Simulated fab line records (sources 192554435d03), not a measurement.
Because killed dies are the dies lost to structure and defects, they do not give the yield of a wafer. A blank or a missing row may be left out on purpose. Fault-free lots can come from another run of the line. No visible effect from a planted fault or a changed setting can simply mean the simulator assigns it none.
Comparing a struck lot with a sound one || flow n5 finfet || 11 out of 1938 route steps
Sound: the wafers L848.1, L848.4, L848.5. Struck: wafers L856.1, L856.4, L856.6. The cause comes at the end.
At each step with rows: each side's tool, then ch and its chambers, then its first start. Under that, the readings that differ: sound wafers || struck wafers || difference of the means || sigmas: that difference in standard deviations of wafers without a fault.
alike: a reading whose means differ by less than 2 such deviations, as well as words and numbers matching on both sides. not compared: withheld readings; readings where some wafer has no value; bounds like >300 that might hide an equal value; numbers whose values overlap and for which the record gives no deviation.
The two part at a step that has a row with sigmas, a row that says differs or no value, or rows on one side only. Numbers that don't overlap but have no deviation are shown without sigmas and don't part them. A reading that every wafer of one side lacks parts them only if that side has two wafers or more.

first, 7 steps without rows for these wafers: N5_ILD0_LINER_00 (material SiNx, target thk 4 nm, pulse time 1 s, purge time 2 s); N5_ILD0_FCVD_FILL_01 (material SiO2 flowable, target thk 200 nm, time 328.3 s); N5_ILD0_CURE_02 (time 1800 s); N5_ILD0_CMP_03 (polishes, stops on SiNx, t overpolish 1.9 s, target thk 197.38 nm); N5_ILD0_CMP_07 (polishes SiO2 flowable, stops on poly-Si, t overpolish 1.18 s, target thk 138.88 nm); N5_ILD0_PRECLEAN_10 (cleans in NF3:NH3, afs cycles 5, time 20 s, sublimation time 60 s); N5_ILD0_ALD_15 (deposits SiNx, target thk 24 nm, pulse time 1 s, ald cycles 480).
N5_ILD0_CMP_12: polishes SiNx, stops on poly-Si, t overpolish 6 s, target thk 17.67 nm.
  sound on cmp-02 ch 1,2,3, day 5 17:31; struck on cmp-03 ch 1,3, day 7 16:02
  no value came back on the struck wafers for any of 5 readings (edge zone pressure frac, head pressure psi (psi) and others); on the sound wafers edge zone pressure frac reads 0.999 0.995 0.993
{"reading": "model.SiNx_of_ILD0_ALD_15.thk nm (nm)", "sound": "16.6 17.8 17.6", "struck": "24 24 24.2", "difference": "+7", "sigmas": ""}
  not compared: pad life wafers
N5_ILD0_THK_MEAS_13:
  sound: film metro-02 at day 5 17:48; struck: film metro-01 at day 7 16:19
{"reading": "thk nm (nm)", "sound": "16.6 17.7 17.5", "struck": "24.1 23.9 24.3", "difference": "+6.8", "sigmas": "+4"}
N5_BEOL_M4_RC_MEAS_101:
  the record has rows for the sound wafers here (prober-01 ch 0, day 10 00:58) and none for the struck ones
-- a jump in the record: the struck wafers' starts before and after are 8 days apart (it breaks off in module BEOL_M4 and resumes in module PASSIVATION, where the first step shown is number 1936 of the route) --
N5_PASSIVATION_PROBE_49:
  sound: prober-01 at day 14 02:07; struck: prober-02 at day 16 02:28
{"reading": "killed at contacts", "sound": "16 28 24", "struck": "5 15 10", "difference": -13, "sigmas": -2}
{"reading": "killed at front end", "sound": "35 63 44", "struck": "1132 1125 1116", "difference": "+1077", "sigmas": "+98"}
{"reading": "killed dies", "sound": "122 139 116", "struck": "1180 1180 1180", "difference": "+1054", "sigmas": "+66"}
{"reading": "killed on rim", "sound": "18 25 12", "struck": "152 152 152", "difference": "+134", "sigmas": "+32"}
{"reading": "killed open", "sound": "79 96 82", "struck": "43 57 68", "difference": -30, "sigmas": -3}
  alike: killed_at_M0_to_M3, killed_at_M4_up, killed at other, killed short

WHERE THEY PART
Earliest at N5_ILD0_CMP_12; latest, in this record, at N5_PASSIVATION_PROBE_49.

WHY: whatever the simulator had introduced
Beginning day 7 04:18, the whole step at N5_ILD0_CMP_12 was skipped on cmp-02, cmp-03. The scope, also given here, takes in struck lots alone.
